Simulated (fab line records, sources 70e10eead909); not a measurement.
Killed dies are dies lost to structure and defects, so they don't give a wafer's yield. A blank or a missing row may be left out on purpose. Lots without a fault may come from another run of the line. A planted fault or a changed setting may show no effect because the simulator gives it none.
Which tool did it? | flow nand_harc | 12 lots, 36 wafers sampled, at 6 steps of a route of 1302

WHAT THE GAUGES READ, wafer by wafer
NHARC_A_ZERO_WELL_INSPECT_17. Usual: raw_defect_count 9, standard deviation 4.5.
lot  | measured     | on                | raw_defect_count | flag
L681 | day 6 17:56  | defect_inspect-02 | 12 13 16         |
L682 | day 7 10:25  | defect_inspect-02 | 11 12 12         |
L683 | day 7 12:50  | defect_inspect-02 | 13 5 11          |
L689 | day 10 02:29 | defect_inspect-01 | 5 12 6           |
L691 | day 11 03:58 | defect_inspect-02 | 8 6 9            |
L693 | day 11 17:59 | defect_inspect-01 | 4 18 7           |
L697 | day 13 14:25 | defect_inspect-01 | 6 9 22           |
L699 | day 14 16:16 | defect_inspect-02 | 18 5 11          |
L701 | day 14 22:07 | defect_inspect-02 | 8 10 19          |
L700 | day 14 22:47 | defect_inspect-02 | 5 4 5            |
L702 | day 15 10:25 | defect_inspect-02 | 8 11 5           |
L703 | day 16 03:51 | defect_inspect-01 | 5 2 14           |

NHARC_A_ONON_D1_INSPECT_32. Usual: raw_defect_count 70, standard deviation 25.
lot  | measured     | on                | raw_defect_count | flag
L681 | day 8 05:04  | defect_inspect-01 | 68 60 67         |
L682 | day 8 19:41  | defect_inspect-02 | 44 53 65         |
L683 | day 8 19:44  | defect_inspect-01 | 42 53 53         |
L689 | day 11 14:16 | defect_inspect-01 | 733 731 773      | OFF
L691 | day 12 15:06 | defect_inspect-02 | 708 785 755      | OFF
L693 | day 13 02:58 | defect_inspect-01 | 82 44 63         |
L697 | day 15 01:46 | defect_inspect-02 | 55 50 53         |
L699 | day 16 04:25 | defect_inspect-02 | 88 66 62         |
L701 | day 16 11:54 | defect_inspect-01 | 33 82 57         |
L700 | day 16 12:02 | defect_inspect-02 | 56 43 76         |
L702 | day 17 04:32 | defect_inspect-01 | 42 40 45         |
L703 | day 17 19:51 | defect_inspect-02 | 58 49 56         |

NHARC_END_SORT_01. Usual: killed_at_array 57, standard deviation 20; killed_at_other 1.0, standard deviation 1.5; killed_at_periphery 3.5, standard deviation 2.5; killed_dies 62, standard deviation 21; killed_open 3.5, standard deviation 1.9; killed_short 2.4, standard deviation 1.6.
lot  | measured     | on        | killed_at_array | killed_at_other | killed_at_periphery | killed_dies | killed_open | killed_short | flag
L689 | day 27 21:34 | prober-01 | 166 131 96      | 0 0 5           | 3 1 2               | 169 132 103 | 3 2 5       | 1 3 0        | OFF
L691 | day 28 19:05 | prober-01 | 126 104 104     | 2 0 1           | 3 2 4               | 131 106 109 | 4 3 6       | 2 1 3        |

WHICH TOOL RAN EACH LOT (tool, then ch and the chambers of the sampled wafers, then the start)
lot  | NHARC_A_ZERO_WELL_ETCH_13        | NHARC_A_ONON_D1_DEP_33          | NHARC_A_CHANNEL_HOLE_D1_DEP_00
L681 | rie_si-01 ch 1,3, day 6 16:50    | pecvd-02 ch 0,2, day 8 04:41    | acl_dep-02 ch 0, day 8 06:40
L682 | rie_si-05 ch 0,1,3, day 7 09:20  | pecvd-01 ch 0,1,2, day 8 19:12  | acl_dep-02 ch 0, day 8 19:46
L683 | rie_si-05 ch 0,1,2, day 7 11:46  | pecvd-02 ch 0,1, day 8 19:20    | acl_dep-03 ch 0, day 8 20:08
L689 | rie_si-05 ch 0,1,3, day 10 01:23 | pecvd-01 ch 0,1,2, day 11 13:46 | acl_dep-03 ch 0, day 11 17:23
L691 | rie_si-01 ch 1,3, day 11 02:52   | pecvd-01 ch 0,1, day 12 14:37   | acl_dep-03 ch 0, day 12 15:10
L693 | rie_si-01 ch 1,2,3, day 11 16:54 | pecvd-03 ch 1,2, day 13 02:32   | acl_dep-01 ch 0, day 13 03:02
L697 | rie_si-05 ch 0,1, day 13 13:19   | pecvd-02 ch 1,2, day 15 01:17   | acl_dep-03 ch 0, day 15 06:19
L699 | rie_si-05 ch 0,1,3, day 14 15:09 | pecvd-01 ch 0,1,2, day 16 03:56 | acl_dep-03 ch 0, day 16 04:29
L701 | rie_si-05 ch 1,2,3, day 14 20:55 | pecvd-01 ch 0,1,2, day 16 11:29 | acl_dep-02 ch 0, day 16 12:36
L700 | rie_si-01 ch 1,2,3, day 14 21:36 | pecvd-02 ch 0,1,2, day 16 11:36 | acl_dep-03 ch 0, day 16 12:42
L702 | rie_si-06 ch 1,2,3, day 15 09:19 | pecvd-01 ch 0,1,2, day 17 04:09 | acl_dep-01 ch 0, day 17 04:55
L703 | rie_si-05 ch 2,3, day 16 02:34   | pecvd-01 ch 1,2, day 17 19:25   | acl_dep-02 ch 0, day 17 22:36
- NHARC_A_ZERO_WELL_ETCH_13: etches the open film in HBr/Cl2, target depth 120 nm, time 40.1 s.
- NHARC_A_ONON_D1_DEP_33: deposits SiO2, target thk 200 nm.
- NHARC_A_CHANNEL_HOLE_D1_DEP_00: deposits aC, target thk 3100 nm.

WHAT THE TOOLS THEMSELVES READ (means of the sampled wafers that have a number; where no wafer has one, the mark that the record gives instead)
NHARC_A_ZERO_WELL_ETCH_13. Usual: drypump_motor_current_A 6.0 A, standard deviation 0.43; oes_product_au 0.999 a.u., standard deviation 0.0094; rf_fwd_power_W 395.0 W, standard deviation 2; throttle_valve_pct 26.406 %, standard deviation 0.0082.
lot  | tool      | drypump_motor_current_A (A) | oes_product_au (a.u.) | rf_fwd_power_W (W) | throttle_valve_pct (%) | flag
L681 | rie_si-01 | 6.4                         | 1.001                 | 393.0              | 26.415                 |
L682 | rie_si-05 | 6.2                         | 1.000                 | 394.9              | 26.409                 |
L683 | rie_si-05 | 5.8                         | 1.001                 | 395.3              | 26.403                 |
L689 | rie_si-05 | 6.2                         | 0.998                 | 395.1              | 26.404                 |
L691 | rie_si-01 | 6.3                         | 1.007                 | 395.6              | 26.403                 |
L693 | rie_si-01 | 6.1                         | 0.990                 | 395.7              | 26.398                 |
L697 | rie_si-05 | 5.9                         | 1.007                 | 396.6              | 26.404                 |
L699 | rie_si-05 | 6.2                         | 1.007                 | 394.9              | 26.404                 |
L701 | rie_si-05 | 6.0                         | 1.012                 | 394.9              | 26.409                 |
L700 | rie_si-01 | 6.1                         | 0.994                 | 394.2              | 26.413                 |
L702 | rie_si-06 | 5.8                         | 0.986                 | 394.9              | 26.405                 |
L703 | rie_si-05 | 6.2                         | 1.001                 | 393.9              | 26.403                 |

NHARC_A_ONON_D1_DEP_33. Usual: heater_power_w 555 W, standard deviation 100; rf_fwd_power_W 898.1 W, standard deviation 2.7; throttle_valve_pct 16.0 %, standard deviation 0.8.
lot  | tool     | heater_power_w (W) | rf_fwd_power_W (W) | throttle_valve_pct (%) | flag
L681 | pecvd-02 | 548                | 901.1              | 15.8                   |
L682 | pecvd-01 | 597                | 901.1              | 16.4                   |
L683 | pecvd-02 | 490                | 899.1              | 14.9                   |
L689 | pecvd-01 | 575                | 898.1              | 16.3                   |
L691 | pecvd-01 | 679                | 895.0              | 16.8                   |
L693 | pecvd-03 | 615                | 894.4              | 16.5                   |
L697 | pecvd-02 | 495                | 897.5              | 15.4                   |
L699 | pecvd-01 | 575                | 897.1              | 16.6                   |
L701 | pecvd-01 | 500                | 896.8              | 16.7                   |
L700 | pecvd-02 | 558                | 900.2              | 15.3                   |
L702 | pecvd-01 | 533                | 895.9              | 16.7                   |
L703 | pecvd-01 | 511                | 900.3              | 16.2                   |

NHARC_A_CHANNEL_HOLE_D1_DEP_00. Usual: throttle_valve_pct 35.000 %, standard deviation 0.009.
lot  | tool       | throttle_valve_pct (%) | flag
L681 | acl_dep-02 | 34.998                 |
L682 | acl_dep-02 | 34.998                 |
L683 | acl_dep-03 | 35.004                 |
L689 | acl_dep-03 | 35.005                 |
L691 | acl_dep-03 | 34.993                 |
L693 | acl_dep-01 | 35.004                 |
L697 | acl_dep-03 | 34.998                 |
L699 | acl_dep-03 | 34.990                 |
L701 | acl_dep-02 | 34.994                 |
L700 | acl_dep-03 | 35.005                 |
L702 | acl_dep-01 | 34.995                 |
L703 | acl_dep-02 | 35.000                 |

THE ANSWER, worked out from the rows above alone
Rule: a lot is off if the mean of its wafers that have a number lies more than 3 standard deviations from the usual mean. A lot without any number at a reading at which 4 lots or more have one is off too. The other lots that the step has rows for count as sound. The gauges are gone through in route order, then the tools' own readings, and for those a lot's mean is taken as printed above. The first step at which some lot is off is used, and at that step the reading that is off furthest; a lot without a number counts as furthest.
Off: L689, L691, at NHARC_A_ONON_D1_INSPECT_32 (raw_defect_count).
A tool fits if, at a process step before that reading, it ran every lot that is off, and no sound lot after the first of them. The gauges at NHARC_A_ONON_D1_INSPECT_32 are tried like those tools. None of those tried fits.

WHAT THE SIMULATOR HAD PUT IN
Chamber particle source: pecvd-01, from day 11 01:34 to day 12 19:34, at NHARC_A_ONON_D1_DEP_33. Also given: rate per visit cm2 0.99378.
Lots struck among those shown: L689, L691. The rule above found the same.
